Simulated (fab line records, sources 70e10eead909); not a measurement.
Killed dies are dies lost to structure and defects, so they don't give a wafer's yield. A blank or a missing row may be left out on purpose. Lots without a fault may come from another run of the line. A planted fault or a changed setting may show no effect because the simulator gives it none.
A struck lot beside a sound one | flow nand_harc | 15 steps out of a route of 1302
Sound: wafers L820.2, L820.3, L820.5. Struck: wafers L809.4, L809.5, L809.6. The cause comes at the end.
At each step with rows: each side's tool, then ch and its chambers, then its first start. Under that, the readings that differ: sound wafers | struck wafers | difference of the means | sigmas: that difference in standard deviations of wafers without a fault.
alike: readings whose means differ by less than 2 such deviations, and words and numbers that are the same on both sides. not compared: withheld readings, readings that some wafer has no value for, bounds like >300 that may hide the same value, and numbers for which the record gives no deviation and whose values overlap.
The two part at a step that has a row with sigmas, a row that says differs or no value, or rows on one side only. Numbers that don't overlap but have no deviation are shown without sigmas and don't part them. A reading that every wafer of one side lacks parts them only if that side has two wafers or more.

NHARC_P_M2_CD_MEAS_09: target cd 170 nm.
  sound on cd_sem-02 ch 0, day 13 00:32; struck on cd_sem-02 ch 0, day 8 01:25
  alike: cd_nm
NHARC_P_M2_OVL_MEAS_10: pitch 340 nm.
  sound on overlay-02, day 13 00:38; struck on overlay-01, day 8 01:29
  alike: overlay_x_nm, overlay_y_nm
NHARC_P_M2_INSPECT_11:
  sound on defect_inspect-02, day 13 00:40; struck on defect_inspect-02, day 8 01:32
  alike: raw_defect_count
then, 1 step without rows for these wafers: NHARC_P_M2_DESCUM_14 (chemistry O2, time 3 s).
NHARC_P_M2_ETCH_35: etches the open film in N2/H2, target depth 40 nm, overetch 12 nm, time 43.94 s.
  sound on rie_diel-05 ch 2,3, day 13 00:49; struck on rie_diel-09 ch 0,2,3, day 8 01:41
  alike: drypump_motor_current_A, oes_product_au, rf_fwd_power_W, rf_vpp_V, showerhead_plenum_p_Torr, throttle_valve_pct
  not compared: rf_hours_counter_h
NHARC_P_M2_ETCH_15: etches the open film in C4F8/Ar, target depth 182.5 nm, time 91.2 s.
  sound on rie_diel-05 ch 2,3; struck on rie_diel-09 ch 0,1,2
  alike: oes_product_au, rf_fwd_power_W, rf_vpp_V
  not compared: rf_hours_counter_h
NHARC_P_M2_CD_MEAS_16:
  sound on cd_sem-01, day 13 01:02; struck on cd_sem-01, day 8 01:54
  alike: cd_nm
then, 1 step without rows for these wafers: NHARC_P_M2_STRIP_18 (strips in N2/H2).
NHARC_P_M2_ETCH_28: etches the open film in CF4/N2, target depth 30 nm, time 72.99 s.
  sound on rie_diel-09 ch 0,1,3; struck on rie_diel-05 ch 0,1,3
  alike: drypump_motor_current_A, oes_product_au, rf_fwd_power_W, rf_vpp_V, showerhead_plenum_p_Torr, throttle_valve_pct
  not compared: rf_hours_counter_h
then, 1 step without rows for these wafers: NHARC_P_M2_STRIP_19 (strips in post etch residue remover, time 600 s).
NHARC_P_M2_DEGAS_29: time 60 s.
  sound on pvd_sputter-03, day 13 01:46; struck on pvd_sputter-02, day 8 02:38
  alike: heater_power_w
NHARC_P_M2_PRE_CLEAN_30: time 30 s.
  sound on pvd_sputter-03; struck on pvd_sputter-02
  alike: heater_power_w
NHARC_P_M2_PVD_20: deposits TaN, target thk 5 nm, time 8.06 s.
  sound on pvd_sputter-03, day 13 01:51; struck on pvd_sputter-02, day 8 03:02
  alike: throttle_valve_pct
then, 1 step without rows for these wafers: NHARC_P_M2_PVD_21 (deposits Cu, target thk 30 nm, time 20.49 s).
-- the record jumps here: 18 days lie between the struck wafers' starts before and after (it left off in module P_M2 and takes up again in module END, whose first step shown is number 1302 of the route) --
NHARC_END_SORT_01:
  sound on prober-02 ch 0, day 31 05:38; struck on prober-01 ch 0, day 25 22:41
  alike: defect_limited_yield, killed_at_array, killed_at_other, killed_at_periphery, killed_dies, killed_open, killed_short

WHERE THEY PART
Nowhere in this record.

WHY: what the simulator had put in
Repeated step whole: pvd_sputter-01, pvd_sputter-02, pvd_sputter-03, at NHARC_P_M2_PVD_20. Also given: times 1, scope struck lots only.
